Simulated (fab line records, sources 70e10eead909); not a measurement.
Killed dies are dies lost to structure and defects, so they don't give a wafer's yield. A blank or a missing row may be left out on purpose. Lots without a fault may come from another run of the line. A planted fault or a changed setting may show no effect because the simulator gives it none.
fab line records | flow nand_harc
record lots=24 wafers=72 last_day=34
route steps=1302 shown A_CHANNEL_HOLE_D2@607 A_CHANNEL_FILL_D2@626 A_STAIRCASE@667
lots that met no fault: from a run of the same line without faults
start_h: hours from the record's first day to the start of the lot's first wafer shown | wait_h: hours since the lot's step before | " the same as in the row above | L1.1+2: a row that stands for several wafers | - no value, or no start given | * or withheld: withheld | < > ~ a bound
route shown NAME@n: a module of which the file shows steps, and the number in the route of the first | usual: mean/standard deviation of fault-free wafers | same: alike in all rows | chamber/n: place in a boat | sites: the reading at each site | _std_site: their standard deviation | _edge_site: outer sites' mean less inner sites' | radius_mm: how far each site lies from the wafer's centre | mask NAME#n: copy n | behind: the tool/chamber that last shaped the wafer | hold: why the lot was held/for how many hours/how that ended | device: the transistor (n, p or np) that didn't switch | end of line: the same wafers' tests at the end of the route | a step without rows: its recipe alone | killed: dies lost to structure and defects at the first sort, not the wafer's yield | map: a wafer's dies, x killed, . not, _ none there
set.NAME: the setting as run; set.NAME@STEP: as run at that earlier step | model.NAME: the simulator's own value behind a step, which no gauge read
steps of the route over a sample of lots; a table a step, a row a wafer
services: from which hour (start_h, from the record's first day; less than 0 if before it) a tool's chamber was out of use, for how many hours, and why
## steps
# step NHARC_A_CHANNEL_HOLE_D2_CD_MEAS_31
# usual cd_nm=90.2/1
# columns lot.wafer tool chamber start_h wait_h cd_nm
L074.3 cd_sem-02 - 295.27 - 90.6
L074.5 " - " " 90.3
L074.6 " - " " 90.7
L076.2 cd_sem-02 - 314.39 - 90.1
L076.3 " - " " 90.9
L076.6 " - " " 91.9
L075.2 cd_sem-02 - 314.86 - 89.5
L075.5 " - " " 89.2
L075.6 " - " " 90.3
L077.2 cd_sem-02 - 326.16 - 92.0
L077.5 " - " " 91.5
L077.6 " - " " 91.3
L078.1 cd_sem-03 - 340.40 - 89.3
L078.4 " - " " 90.3
L078.6 " - " " 87.9
L079.1 cd_sem-03 - 344.75 - 89.2
L079.3 " - " " 88.8
L079.5 " - " " 87.7
L080.1 cd_sem-02 - 357.95 - 91.6
L080.2 " - " " 91.1
L080.3 " - " " 91.9
L082.2 cd_sem-01 - 365.91 - 90.5
L082.4 " - " " 90.9
L082.6 " - " " 89.8
L081.1 cd_sem-02 - 368.45 - 88.6
L081.3 " - " " 89.7
L081.6 " - " " 90.8
L083.2 cd_sem-03 - 380.54 - 90.6
L083.4 " - " " 90.8
L083.5 " - " " 90.5
L084.1 cd_sem-03 - 399.83 - 89.4
L084.2 " - " " 87.8
L084.4 " - " " 90.1
L085.2 cd_sem-01 - 403.55 - 91.2
L085.3 " - " " 90.2
L085.4 " - " " 89.9
L086.2 cd_sem-01 - 407.71 - 90.1
L086.4 " - " " 88.5
L086.5 " - " " 88.9
L087.1 cd_sem-02 - 440.07 - 89.9
L087.2 " - " " 90.6
L087.3 " - " " 90.9
L089.1 cd_sem-02 - 444.09 - 91.3
L089.2 " - " " 92.5
L089.5 " - " " 91.8
L088.1 cd_sem-02 - 457.42 - 90.1
L088.2 " - " " 89.0
L088.3 " - " " 89.2
L090.2 cd_sem-02 - 465.65 - 88.7
L090.5 " - " " 89.4
L090.6 " - " " 90.2
L091.1 cd_sem-01 - 471.36 - 90.2
L091.3 " - " " 89.7
L091.5 " - " " 88.9
L093.2 cd_sem-02 - 482.00 - 91.1
L093.3 " - " " 89.8
L093.5 " - " " 91.1
L092.1 cd_sem-01 - 484.59 - 89.3
L092.4 " - " " 90.5
L092.6 " - " " 91.1
L094.3 cd_sem-03 - 493.99 - 90.2
L094.4 " - " " 90.0
L094.6 " - " " 89.8
L095.1 cd_sem-01 - 500.78 - 89.7
L095.4 " - " " 90.4
L095.5 " - " " 90.5
L097.3 cd_sem-01 - 527.42 - 90.2
L097.4 " - " " 89.5
L097.6 " - " " 89.9
L096.2 cd_sem-03 - 559.31 - 90.1
L096.3 " - " " 89.8
L096.6 " - " " 89.7
# step NHARC_A_CHANNEL_FILL_D2_THK_MEAS_06
# recipe thk_meas_gauge=ellipsometry
# usual thk_nm=5.0/1
# columns lot.wafer tool chamber start_h wait_h thk_nm
L074.3 film_metro-02 - 335.26 0.4 5.4
L074.5 " - " " 5.0
L074.6 " - " " 4.3
L075.2 film_metro-02 - 350.64 0.4 5.7
L075.5 " - " " 5.6
L075.6 " - " " 6.4
L076.2 film_metro-01 - 350.66 0.4 2.7
L076.3 " - " " 4.1
L076.6 " - " " 6.0
L077.2 film_metro-01 - 363.37 0.4 5.5
L077.5 " - " " 4.3
L077.6 " - " " 6.8
L078.1 film_metro-01 - 378.77 0.4 3.6
L078.4 " - " " 3.9
L078.6 " - " " 5.9
L079.1 film_metro-01 - 383.62 0.4 3.0
L079.3 " - " " 5.7
L079.5 " - " " 5.4
L080.1 film_metro-02 - 395.87 0.4 6.1
L080.2 " - " " 4.5
L080.3 " - " " 4.5
L081.1 film_metro-02 - 404.22 0.4 6.4
L081.3 " - " " 3.6
L081.6 " - " " 5.1
L082.2 film_metro-01 - 404.22 0.4 5.1
L082.4 " - " " 5.9
L082.6 " - " " 5.6
L083.2 film_metro-02 - 417.58 0.4 3.7
L083.4 " - " " 5.7
L083.5 " - " " 4.9
L084.1 film_metro-01 - 437.21 0.4 4.3
L084.2 " - " " 5.9
L084.4 " - " " 4.5
L085.2 film_metro-02 - 441.12 0.4 5.3
L085.3 " - " " 4.4
L085.4 " - " " 3.7
L086.2 film_metro-01 - 441.12 0.4 6.5
L086.4 " - " " 5.9
L086.5 " - " " 5.9
L087.1 film_metro-02 - 476.48 0.4 3.9
L087.2 " - " " 2.7
L087.3 " - " " 5.0
L089.1 film_metro-02 - 479.68 0.4 3.7
L089.2 " - " " 3.6
L089.5 " - " " 2.5
L088.1 film_metro-01 - 494.36 0.4 5.6
L088.2 " - " " 5.0
L088.3 " - " " 6.1
L091.1 film_metro-01 - 504.76 0.4 3.8
L091.3 " - " " 5.0
L091.5 " - " " 5.7
L090.2 film_metro-02 - 504.76 0.4 6.1
L090.5 " - " " 7.1
L090.6 " - " " 4.2
L092.1 film_metro-02 - 518.95 0.4 6.1
L092.4 " - " " 4.4
L092.6 " - " " 3.5
L093.2 film_metro-01 - 518.95 0.4 4.5
L093.3 " - " " 5.7
L093.5 " - " " 7.0
L094.3 film_metro-02 - 531.67 0.4 3.3
L094.4 " - " " 6.4
L094.6 " - " " 6.5
L095.1 film_metro-01 - 537.65 0.4 3.5
L095.4 " - " " 5.7
L095.5 " - " " 4.8
L097.3 film_metro-02 - 566.65 0.4 4.2
L097.4 " - " " 5.0
L097.6 " - " " 6.2
L096.2 film_metro-01 - 595.07 0.4 4.9
L096.3 " - " " 4.7
L096.6 " - " " 4.7
# step NHARC_A_STAIRCASE_DESCUM_11
# recipe time_s=3 o2_flow_sccm=200 ar_flow_sccm=0 bias_power_w=0 chemistry=O2
# usual drypump_motor_current_A=5.8/0.5 mfc_ar_sccm=0.009/0.012 oes_product_au=0.997/0.007 rf_vpp_V=57.7/0.92 showerhead_plenum_p_Torr=1.92/0.078 throttle_valve_pct=11.310/0.0092
# columns lot.wafer tool chamber start_h wait_h drypump_motor_current_A mfc_ar_sccm oes_product_au rf_hours_counter_h rf_vpp_V showerhead_plenum_p_Torr throttle_valve_pct
L074.3 rie_diel-04 0 350.25 - 5.3 0 1.002 49 57.1 1.84 11.270
L074.6 " 2 " " 6.2 0.017 0.999 - 58.7 1.98 11.323
L074.5 " 3 " " 6.0 0 0.997 - 58.3 2.04 11.313
L075.2 rie_diel-12 0 365.73 - 5.0 0.018 1.002 32 58.1 1.87 11.322
L075.5 " 2 " " 5.4 0 1.010 - 56.8 1.98 11.302
L075.6 " 3 " " 6.1 0.001 1.011 - 56.7 1.86 11.303
L076.2 rie_diel-11 3 366.03 - 5.0 0.043 0.981 35 57.5 1.90 11.319
L076.3 " 2 " " 6.1 0 1.003 28 57.4 1.97 11.300
L076.6 " 3 " " 5.0 0.043 0.997 - 58.4 1.90 11.306
L077.2 rie_diel-12 1 378.72 - 5.5 0 0.989 41 57.1 1.96 11.310
L077.6 " 3 " " 6.1 0.001 0.997 - 57.9 1.86 11.312
L077.5 " 0 " " 5.0 0.018 1.005 - 57.5 1.87 11.324
L078.4 rie_diel-12 2 394.77 - 5.5 0 1.010 43 58.5 1.97 11.323
L078.1 " 0 " " 5.0 0.018 1.004 43 57.2 1.86 11.310
L078.6 " 1 " " 5.5 0 0.993 - 57.6 1.96 11.306
L079.1 rie_diel-12 3 398.71 - 6.1 0.001 0.997 40 57.1 1.86 11.324
L079.3 " 2 " " 5.4 0 1.001 43 58.3 1.97 11.305
L079.5 " 0 " " 5.0 0.018 1.011 - 59.0 1.86 11.305
L080.3 rie_diel-12 3 410.85 - 6.1 0.001 0.991 43 56.5 1.86 11.315
L080.1 " 0 " " 5.0 0.018 0.999 46 57.3 1.86 11.322
L080.2 " 1 " " 5.5 0 0.996 49 57.8 1.96 11.313
L081.3 rie_diel-12 0 419.35 - 5.0 0.018 1.003 48 57.1 1.86 11.301
L081.1 " 3 " " 6.1 0.001 1.008 45 58.6 1.86 11.325
L081.6 " 1 " " 5.5 0 0.995 - 57.6 1.95 11.310
L082.2 rie_diel-04 1 422.96 - 6.5 0.030 0.997 20 57.2 1.77 11.319
L082.4 " 3 " " 6.0 0 1.003 - 58.5 2.03 11.305
L082.6 " 1 " " 6.6 0.030 0.976 - 58.7 1.77 11.295
L083.4 rie_diel-11 2 432.37 - 6.1 0 1.004 49 58.7 1.96 11.311
L083.2 " 0 " " 6.3 0 1.002 56 58.1 1.97 11.312
L083.5 " 2 " " 6.1 0 0.991 - 57.5 1.96 11.327
L084.1 rie_diel-04 3 452.08 - 6.0 0 1.007 34 56.7 2.03 11.301
L084.2 " 0 " " 5.2 0 1.011 29 57.2 1.83 11.309
L084.4 " 0 " " 5.3 0 1.004 - 56.4 1.83 11.308
L085.3 rie_diel-04 3 455.79 - 6.0 0 1.000 36 57.9 2.03 11.299
L085.2 " 0 " " 5.2 0 1.005 32 57.6 1.83 11.322
L085.4 " 2 " " 6.2 0.017 0.990 - 56.1 1.96 11.326
L086.2 rie_diel-11 2 456.08 - 6.1 0 1.003 7 58.9 1.96 11.313
L086.4 " 3 " " 5.0 0.043 0.991 6 58.1 1.89 11.316
L086.5 " 1 " " 6.2 0 1.001 - 58.8 1.99 11.297
L087.3 rie_diel-12 3 491.49 - 6.1 0.001 1.000 12 56.6 1.85 11.309
L087.1 " 0 " " 5.0 0.018 1.004 11 57.3 1.85 11.317
L087.2 " 2 " " 5.4 0 0.995 12 57.7 1.96 11.312
L089.1 rie_diel-04 0 494.45 - 5.3 0 0.997 42 58.3 1.83 11.318
L089.2 " 3 " " 6.0 0 0.996 47 57.4 2.02 11.304
L089.5 " 2 " " 6.2 0.017 0.992 - 57.8 1.96 11.322
L088.1 rie_diel-04 1 509.25 - 6.6 0.030 0.992 28 56.8 1.77 11.305
L088.3 " 2 " " 6.2 0.017 0.995 52 57.1 1.96 11.316
L088.2 " 3 " " 5.9 0 0.997 52 57.3 2.02 11.311
L090.2 rie_diel-04 0 519.47 - 5.3 0 0.995 48 57.6 1.83 11.297
L090.6 " 1 " " 6.6 0.030 0.989 - 55.9 1.77 11.311
L090.5 " 2 " " 6.2 0.017 0.994 - 58.8 1.96 11.308
L091.1 rie_diel-04 1 519.71 - 6.6 0.030 1.001 33 57.4 1.77 11.309
L091.3 " 3 " " 6.0 0 1.001 59 58.3 2.02 11.294
L091.5 " 1 " " 6.6 0.030 0.995 - 57.8 1.77 11.318
L093.3 rie_diel-04 3 533.71 - 6.0 0 0.986 66 58.3 2.02 11.316
L093.2 " 0 " " 5.3 0 0.992 53 56.5 1.83 11.328
L093.5 " 3 " " 6.0 0 0.997 - 57.4 2.02 11.310
L092.1 rie_diel-12 0 538.30 - 5.0 0.018 1.002 24 56.2 1.85 11.310
L092.4 " 1 " " 5.5 0 0.998 20 56.6 1.95 11.309
L092.6 " 3 " " 6.1 0.001 0.987 - 56.6 1.84 11.310
L094.3 rie_diel-04 1 546.80 - 6.6 0.030 0.995 0 58.4 2.08 11.316
L094.4 " 0 " " 5.3 0 0.991 0 57.3 1.82 11.300
L094.6 " 1 " " 6.6 0.030 0.995 - 59.2 2.08 11.310
L095.1 rie_diel-12 1 552.50 - 5.5 0 0.993 26 59.0 1.94 11.291
L095.4 " 3 " " 6.1 0.001 0.988 30 57.8 1.84 11.304
L095.5 " 0 " " 5.0 0.018 0.998 - 57.3 1.85 11.310
L097.3 rie_diel-11 2 581.48 - 6.1 0 1.005 53 58.5 1.95 11.304
L097.6 " 1 " " 6.2 0 1.003 - 57.3 1.98 11.308
L097.4 " 2 " " 6.1 0 1.005 - 57.0 1.95 11.307
L096.3 rie_diel-04 3 609.87 - 6.0 0 1.011 16 58.2 2.01 11.309
L096.2 " 1 " " 6.6 0.030 0.991 16 58.2 2.07 11.311
L096.6 " 0 " " 5.3 0 0.995 - 58.7 1.82 11.311
# step NHARC_A_STAIRCASE_ETCH_25
# recipe target_depth_a=1000 time_s=40.5 ion_energy_ev=400 c4f8_flow_sccm=20 o2_flow_sccm=10 ar_flow_sccm=withheld rf_w=600 bias_w=1000 chemistry=C4F8/O2
# usual oes_product_au=0.942/0.013 rf_vpp_V=897/5
# columns lot.wafer tool chamber start_h wait_h oes_product_au rf_hours_counter_h rf_vpp_V
L074.3 rie_diel-12 2 - - 0.940 23 899
L074.5 " 1 " " 0.922 - 900
L074.6 " 2 " " 0.939 - 899
L075.2 rie_diel-04 3 - - 0.963 0 903
L075.6 " 3 " " 0.952 - 903
L075.5 " 0 " " 0.955 - 890
L076.3 rie_diel-11 2 - - 0.945 29 899
L076.2 " 1 " " 0.943 33 902
L076.6 " 3 " " 0.936 - 896
L077.2 rie_diel-12 3 - - 0.955 34 892
L077.5 " 2 " " 0.961 - 900
L077.6 " 3 " " 0.949 - 891
L078.1 rie_diel-11 2 - - 0.923 37 899
L078.4 " 0 " " 0.941 46 900
L078.6 " 2 " " 0.932 - 899
L079.3 rie_diel-04 1 - - 0.998 13 888
L079.1 " 0 " " 0.924 14 891
L079.5 " 1 " " 0.996 - 887
L080.1 rie_diel-04 0 - - 0.942 19 890
L080.2 " 1 " " 0.954 17 886
L080.3 " 2 " " 0.947 22 898
L081.3 rie_diel-12 2 - - 0.935 50 899
L081.1 " 0 " " 0.938 49 892
L081.6 " 3 " " 0.943 - 892
L082.2 rie_diel-11 0 - - 0.965 55 900
L082.4 " 3 " " 0.950 54 895
L082.6 " 0 " " 0.962 - 900
L083.4 rie_diel-12 1 - - 0.936 56 898
L083.2 " 0 " " 0.946 55 891
L083.5 " 1 " " 0.937 - 897
L084.2 rie_diel-11 1 - - 0.941 5 901
L084.4 " 3 " " 0.948 7 896
L084.1 " 0 " " 0.945 5 900
L086.2 rie_diel-04 3 - - 0.945 38 903
L086.5 " 3 " " 0.933 - 902
L086.4 " 0 " " 0.946 - 892
L085.2 rie_diel-11 2 - - 0.957 9 900
L085.4 " 3 " " 0.938 8 894
L085.3 " 0 " " 0.932 6 899
L087.1 rie_diel-12 3 - - 0.939 13 891
L087.2 " 0 " " 0.943 12 892
L087.3 " 2 " " 0.942 13 899
L089.1 rie_diel-04 2 - - 0.927 47 900
L089.2 " 3 " " 0.936 48 903
L089.5 " 3 " " 0.946 - 904
L088.2 rie_diel-04 0 - - 0.933 46 891
L088.1 " 1 " " 0.934 31 887
L088.3 " 2 " " 0.922 56 897
L090.2 rie_diel-11 3 - - 0.942 30 894
L090.6 " 1 " " 0.941 - 900
L090.5 " 2 " " 0.966 - 897
L091.3 rie_diel-04 1 - - 0.941 34 885
L091.1 " 2 " " 0.927 59 899
L091.5 " 0 " " 0.939 - 890
L093.2 rie_diel-11 1 - - 0.950 40 900
L093.3 " 2 " " 0.951 40 898
L093.5 " 1 " " 0.959 - 901
L092.4 rie_diel-12 0 - - 0.935 26 893
L092.1 " 2 " " 0.934 25 898
L092.6 " 3 " " 0.932 - 890
L094.4 rie_diel-04 1 - - 0.940 1 905
L094.3 " 2 " " 0.942 1 899
L094.6 " 1 " " 0.957 - 908
L095.4 rie_diel-04 1 - - 0.911 3 905
L095.1 " 2 " " 0.924 3 899
L095.5 " 1 " " 0.937 - 904
L097.3 rie_diel-12 1 - - 0.948 35 897
L097.4 " 2 " " 0.949 36 900
L097.6 " 1 " " 0.951 - 898
L096.2 rie_diel-04 1 - - 0.960 17 906
L096.3 " 0 " " 0.940 15 891
L096.6 " 2 " " 0.944 - 898
# step NHARC_A_STAIRCASE_TRIM_196
# recipe time_s=211.2 o2_flow_sccm=500 ar_flow_sccm=0 bias_w=0 chemistry=O2
# usual drypump_motor_current_A=5.9/0.49 mfc_ar_sccm=0.009/0.012 oes_product_au=0.997/0.0074 rf_vpp_V=57.9/0.88 showerhead_plenum_p_Torr=3.56/0.14 throttle_valve_pct=17.037/0.0088
# columns lot.wafer tool chamber start_h wait_h drypump_motor_current_A mfc_ar_sccm oes_product_au rf_hours_counter_h rf_vpp_V showerhead_plenum_p_Torr throttle_valve_pct
L074.3 rie_diel-04 0 355.08 0.1 5.2 0 0.988 50 57.5 3.41 17.042
L074.6 " 2 " " 6.2 0.017 0.997 - 59.0 3.64 17.025
L074.5 " 3 " " 6.0 0 0.993 - 57.8 3.74 17.046
L075.2 rie_diel-04 3 371.31 0.1 6.0 0 0.998 3 57.9 3.74 17.049
L075.6 " 3 " " 6.0 0 0.997 - 58.5 3.74 17.041
L075.5 " 0 " " 5.3 0 0.997 - 57.3 3.40 17.020
L076.2 rie_diel-04 1 372.02 0.1 6.6 0.030 1.012 3 57.2 3.29 17.040
L076.3 " 3 " " 6.0 0 1.002 4 59.2 3.74 17.047
L076.6 " 1 " " 6.6 0.030 1.002 - 57.7 3.29 17.031
L077.2 rie_diel-11 1 383.53 0.1 6.2 0 0.992 36 56.7 3.68 17.031
L077.5 " 0 " " 6.3 0 1.002 - 58.5 3.64 17.042
L077.6 " 1 " " 6.2 0 0.987 - 59.0 3.68 17.025
L078.1 rie_diel-04 0 400.05 0.2 5.3 0 1.012 14 57.7 3.40 17.038
L078.4 " 2 " " 6.2 0.017 0.996 - 59.2 3.63 17.020
L078.6 " 0 " " 5.3 0 0.999 - 58.0 3.40 17.054
L079.1 rie_diel-11 2 404.16 0.1 6.1 0 1.005 40 57.2 3.62 17.034
L079.3 " 3 " " 5.0 0.043 1.004 47 57.7 3.50 17.033
L079.5 " 0 " " 6.3 0 0.996 - 57.3 3.64 17.034
L080.1 rie_diel-04 2 416.92 0.1 6.2 0.017 0.995 23 56.6 3.62 17.037
L080.3 " 3 " " 6.0 0 1.000 21 58.0 3.73 17.034
L080.2 " 1 " " 6.6 0.030 0.993 18 57.7 3.28 17.030
L081.3 rie_diel-04 3 424.69 0.1 6.0 0 1.005 24 57.3 3.73 17.012
L081.1 " 2 " " 6.2 0.017 1.004 26 57.5 3.62 17.031
L081.6 " 0 " " 5.3 0 0.999 - 57.9 3.40 17.046
L082.2 rie_diel-11 1 428.18 0.1 6.2 0 0.990 50 58.9 3.67 17.045
L082.4 " 2 " " 6.1 0 0.998 48 58.5 3.61 17.046
L082.6 " 0 " " 6.3 0 0.992 - 58.2 3.63 17.040
L083.4 rie_diel-12 0 437.49 0.1 5.0 0.018 1.003 55 58.0 3.44 17.034
L083.2 " 2 " " 5.5 0 0.996 54 57.7 3.62 17.040
L083.5 " 3 " " 6.1 0.001 1.006 - 57.5 3.43 17.040
L084.1 rie_diel-04 3 459.63 0.1 6.0 0 1.006 38 58.2 3.72 17.043
L084.2 " 0 " " 5.3 0 1.004 33 58.5 3.39 17.034
L084.4 " 2 " " 6.2 0.017 0.999 - 57.9 3.61 17.038
L085.4 rie_diel-12 3 461.60 0.1 6.1 0.001 0.991 3 58.6 3.42 17.023
L085.2 " 1 " " 5.5 0 1.004 2 57.3 3.59 17.030
L085.3 " 2 " " 5.4 0 0.984 3 58.2 3.62 17.047
L086.2 rie_diel-04 2 461.69 0.1 6.2 0.017 0.987 38 57.2 3.61 17.055
L086.5 " 0 " " 5.2 0 1.002 - 57.8 3.39 17.024
L086.4 " 3 " " 6.0 0 1.004 - 57.3 3.72 17.038
L087.1 rie_diel-12 2 496.61 0.1 5.4 0 0.993 13 57.1 3.62 17.036
L087.3 " 3 " " 6.1 0.001 0.997 14 57.3 3.42 17.037
L087.2 " 1 " " 5.5 0 0.992 10 59.1 3.59 17.048
L089.2 rie_diel-04 3 500.40 0.1 6.0 0 1.006 49 59.8 3.71 17.036
L089.1 " 2 " " 6.2 0.017 0.983 49 58.7 3.61 17.019
L089.5 " 3 " " 6.0 0 0.999 - 58.4 3.72 17.043
L088.1 rie_diel-04 1 517.98 0.1 6.6 0.030 1.000 33 57.2 3.28 17.033
L088.3 " 2 " " 6.2 0.017 0.987 58 57.3 3.60 17.024
L088.2 " 3 " " 6.0 0 0.998 58 58.0 3.71 17.041
L091.3 rie_diel-04 3 526.05 0.1 6.0 0 0.981 64 57.6 3.71 17.031
L091.1 " 1 " " 6.6 0.030 1.000 37 55.5 3.27 17.040
L091.5 " 2 " " 6.2 0.017 0.989 - 59.3 3.60 17.034
L090.2 rie_diel-11 3 526.41 0.1 5.0 0.043 0.998 33 57.4 3.47 17.035
L090.6 " 3 " " 5.0 0.043 1.000 - 57.4 3.47 17.026
L090.5 " 0 " " 6.3 0 1.004 - 57.9 3.61 17.048
L093.2 rie_diel-12 2 539.86 0.1 5.5 0 0.983 24 58.6 3.61 17.042
L093.3 " 3 " " 6.1 0.001 0.982 25 57.0 3.41 17.040
L093.5 " 2 " " 5.4 0 0.989 - 57.2 3.61 17.035
L092.4 rie_diel-12 2 543.89 0.1 5.4 0 0.995 25 58.7 3.61 17.034
L092.1 " 3 " " 6.1 0.001 0.996 26 57.8 3.41 17.042
L092.6 " 1 " " 5.5 0 0.999 - 58.3 3.58 17.039
L094.4 rie_diel-04 3 551.59 0.1 6.0 0 0.990 2 57.6 3.70 17.031
L094.3 " 2 " " 6.2 0.017 1.004 2 57.6 3.60 17.040
L094.6 " 3 " " 6.0 0 1.013 - 58.1 3.70 17.025
L095.1 rie_diel-04 2 558.41 0.1 6.2 0.017 0.990 4 56.2 3.59 17.032
L095.4 " 0 " " 5.3 0 1.001 4 58.5 3.38 17.037
L095.5 " 2 " " 6.2 0.017 1.002 - 58.4 3.59 17.021
L097.4 rie_diel-12 1 586.38 0.1 5.5 0 1.001 35 57.8 3.57 17.043
L097.3 " 2 " " 5.4 0 0.986 37 58.0 3.60 17.033
L097.6 " 1 " " 5.5 0 0.997 - 58.7 3.57 17.040
L096.3 rie_diel-04 2 615.23 0.1 6.3 0.017 1.013 20 58.4 3.59 17.030
L096.2 " 1 " " 6.6 0.030 1.009 18 60.0 3.80 17.036
L096.6 " 2 " " 6.2 0.017 1.003 - 58.1 3.59 17.029
# step NHARC_A_STAIRCASE_DESCUM_219
# recipe time_s=3 o2_flow_sccm=200 ar_flow_sccm=0 bias_power_w=0 chemistry=O2
# usual drypump_motor_current_A=5.9/0.5 mfc_ar_sccm=0.010/0.014 oes_product_au=0.998/0.0071 rf_vpp_V=57.8/0.86 showerhead_plenum_p_Torr=1.93/0.081 throttle_valve_pct=11.310/0.0082
# columns lot.wafer tool chamber start_h wait_h drypump_motor_current_A mfc_ar_sccm oes_product_au rf_hours_counter_h rf_vpp_V showerhead_plenum_p_Torr throttle_valve_pct
L074.3 rie_diel-11 3 357.62 - 5.0 0.043 0.993 34 57.8 1.90 11.318
L074.6 " 3 " " 5.0 0.043 1.006 - 56.6 1.90 11.310
L074.5 " 0 " " 6.3 0 1.002 - 59.1 1.98 11.301
L075.2 rie_diel-12 2 373.95 - 5.5 0 1.001 35 57.1 1.98 11.309
L075.5 " 2 " " 5.4 0 1.001 - 57.4 1.98 11.314
L075.6 " 3 " " 6.1 0.001 0.994 - 56.8 1.86 11.323
L076.2 rie_diel-11 1 374.64 - 6.2 0 1.010 35 58.5 2.00 11.301
L076.3 " 2 " " 6.1 0 0.996 31 59.0 1.97 11.308
L076.6 " 0 " " 6.3 0 1.008 - 57.8 1.98 11.319
L077.2 rie_diel-04 3 386.16 - 6.0 0 1.000 9 58.0 2.04 11.297
L077.6 " 2 " " 6.2 0.017 0.994 - 58.7 1.97 11.314
L077.5 " 3 " " 6.0 0 1.013 - 55.6 2.04 11.314
L078.1 rie_diel-04 3 403.18 - 6.0 0 0.995 14 58.2 2.03 11.317
L078.4 " 0 " " 5.3 0 1.002 15 58.0 1.84 11.322
L078.6 " 0 " " 5.3 0 0.989 - 56.8 1.84 11.317
L079.3 rie_diel-04 3 406.74 - 5.9 0 1.009 15 58.4 2.03 11.312
L079.1 " 0 " " 5.3 0 0.997 16 57.9 1.84 11.296
L079.5 " 3 " " 6.0 0 0.999 - 58.8 2.03 11.325
L080.3 rie_diel-04 2 419.76 - 6.2 0.017 0.996 23 57.0 1.97 11.322
L080.1 " 3 " " 6.0 0 1.004 22 60.0 2.03 11.304
L080.2 " 1 " " 6.6 0.030 0.994 19 56.1 1.77 11.308
L081.1 rie_diel-04 1 427.40 - 6.6 0.030 0.989 22 55.9 1.77 11.318
L081.3 " 3 " " 6.0 0 0.996 25 58.7 2.03 11.307
L081.6 " 1 " " 6.5 0.030 0.997 - 56.9 1.77 11.311
L082.4 rie_diel-04 0 430.89 - 5.2 0 1.009 21 57.8 1.84 11.313
L082.2 " 1 " " 6.6 0.030 0.997 23 57.8 1.77 11.308
L082.6 " 3 " " 6.0 0 1.008 - 58.2 2.03 11.321
L083.4 rie_diel-04 3 440.32 - 6.0 0 0.984 28 57.0 2.03 11.314
L083.2 " 2 " " 6.2 0.017 0.990 29 59.1 1.97 11.311
L083.5 " 0 " " 5.3 0 0.994 - 57.9 1.83 11.307
L084.2 rie_diel-12 3 462.30 - 6.1 0.001 1.003 3 58.7 1.85 11.315
L084.1 " 0 " " 5.0 0.018 1.007 3 56.7 1.86 11.305
L084.4 " 1 " " 5.5 0 0.998 3 58.2 1.95 11.310
L085.3 rie_diel-04 2 464.22 - 6.2 0.017 0.991 39 57.2 1.96 11.306
L085.2 " 3 " " 6.0 0 1.002 40 57.4 2.03 11.292
L085.4 " 2 " " 6.2 0.017 0.991 - 57.4 1.96 11.306
L086.4 rie_diel-12 2 464.40 - 5.5 0 0.993 4 58.2 1.97 11.333
L086.2 " 0 " " 5.0 0.018 0.997 4 58.2 1.86 11.315
L086.5 " 3 " " 6.1 0.001 0.992 - 57.8 1.85 11.323
L087.2 rie_diel-12 2 499.18 - 5.4 0 0.993 14 59.8 1.96 11.308
L087.3 " 3 " " 6.1 0.001 0.988 14 57.9 1.85 11.318
L087.1 " 1 " " 5.5 0 0.997 10 56.7 1.95 11.319
L089.1 rie_diel-04 3 503.35 - 6.0 0 1.004 50 59.3 2.02 11.318
L089.2 " 2 " " 6.2 0.017 0.995 49 57.9 1.96 11.318
L089.5 " 2 " " 6.2 0.017 1.000 - 57.8 1.96 11.303
L088.3 rie_diel-12 3 520.44 - 6.1 0.001 0.989 20 57.3 1.85 11.287
L088.1 " 0 " " 5.0 0.018 0.989 19 58.0 1.85 11.318
L088.2 " 1 " " 5.5 0 0.995 16 57.9 1.95 11.297
L091.1 rie_diel-04 2 528.99 - 6.2 0.017 0.985 65 58.9 1.95 11.319
L091.3 " 3 " " 6.0 0 0.998 65 59.0 2.02 11.318
L091.5 " 3 " " 6.0 0 1.001 - 58.7 2.02 11.302
L090.2 rie_diel-11 1 529.27 - 6.2 0 1.002 37 57.8 1.98 11.316
L090.6 " 3 " " 5.0 0.043 1.007 - 57.9 1.88 11.296
L090.5 " 0 " " 6.3 0 0.998 - 57.3 1.96 11.300
L093.3 rie_diel-11 2 542.57 - 6.1 0 1.010 42 57.8 1.95 11.302
L093.2 " 1 " " 6.2 0 1.008 42 58.2 1.98 11.311
L093.5 " 2 " " 6.1 0 1.004 - 56.7 1.95 11.308
L092.1 rie_diel-11 1 546.46 - 6.2 0 1.003 43 56.9 1.98 11.299
L092.4 " 2 " " 6.1 0 1.014 43 58.2 1.95 11.322
L092.6 " 2 " " 6.1 0 1.020 - 57.2 1.95 11.315
L094.4 rie_diel-12 3 554.04 - 6.2 0.001 0.995 30 57.6 1.84 11.316
L094.3 " 2 " " 5.4 0 0.979 28 58.8 1.96 11.304
L094.6 " 0 " " 5.0 0.018 0.995 - 57.8 1.85 11.305
L095.4 rie_diel-04 0 561.03 - 5.2 0 1.006 4 55.7 1.82 11.309
L095.1 " 2 " " 6.2 0.017 0.983 5 59.3 1.95 11.311
L095.5 " 0 " " 5.2 0 0.997 - 56.5 1.82 11.316
L097.4 rie_diel-04 2 588.93 - 6.2 0.017 0.994 12 57.1 1.95 11.310
L097.3 " 1 " " 6.6 0.030 1.000 10 58.7 2.07 11.302
L097.6 " 2 " " 6.2 0.017 0.991 - 59.4 1.95 11.308
L096.2 rie_diel-04 1 618.08 - 6.6 0.030 0.998 19 57.5 2.07 11.300
L096.3 " 2 " " 6.2 0.017 0.983 21 57.9 1.95 11.309
L096.6 " 1 " " 6.6 0.030 0.999 - 57.5 2.07 11.304
## services
# columns tool chamber start_h hours kind
rie_diel-12 - 335.31 2.3 repair
rie_diel-04 0 337.25 - clean
rie_diel-04 1 337.25 - clean
rie_diel-04 2 337.25 - clean
rie_diel-04 3 337.25 - clean
rie_diel-04 - 357.82 9.0 pm
rie_diel-04 0 357.82 9.0 vent_cycle
rie_diel-04 1 357.82 9.0 vent_cycle
rie_diel-04 2 357.82 9.0 vent_cycle
rie_diel-04 3 357.82 9.0 vent_cycle
rie_diel-04 0 366.82 - clean
rie_diel-04 1 366.82 - clean
rie_diel-04 1 395.52 5.5 repair
rie_diel-12 - 396.22 1.2 repair
rie_diel-04 1 411.04 2.2 repair
rie_diel-04 0 416.90 7.5 repair
rie_diel-12 - 445.50 9.0 pm
rie_diel-04 1 446.43 59.4 repair
rie_diel-11 2 488.06 1.5 repair
rie_diel-04 - 534.82 9.0 pm
rie_diel-12 3 562.56 6.0 repair
rie_diel-11 3 579.65 3.0 repair
rie_diel-11 - 609.54 9.0 pm
rie_diel-04 0 614.70 15.9 repair
## key
fault none
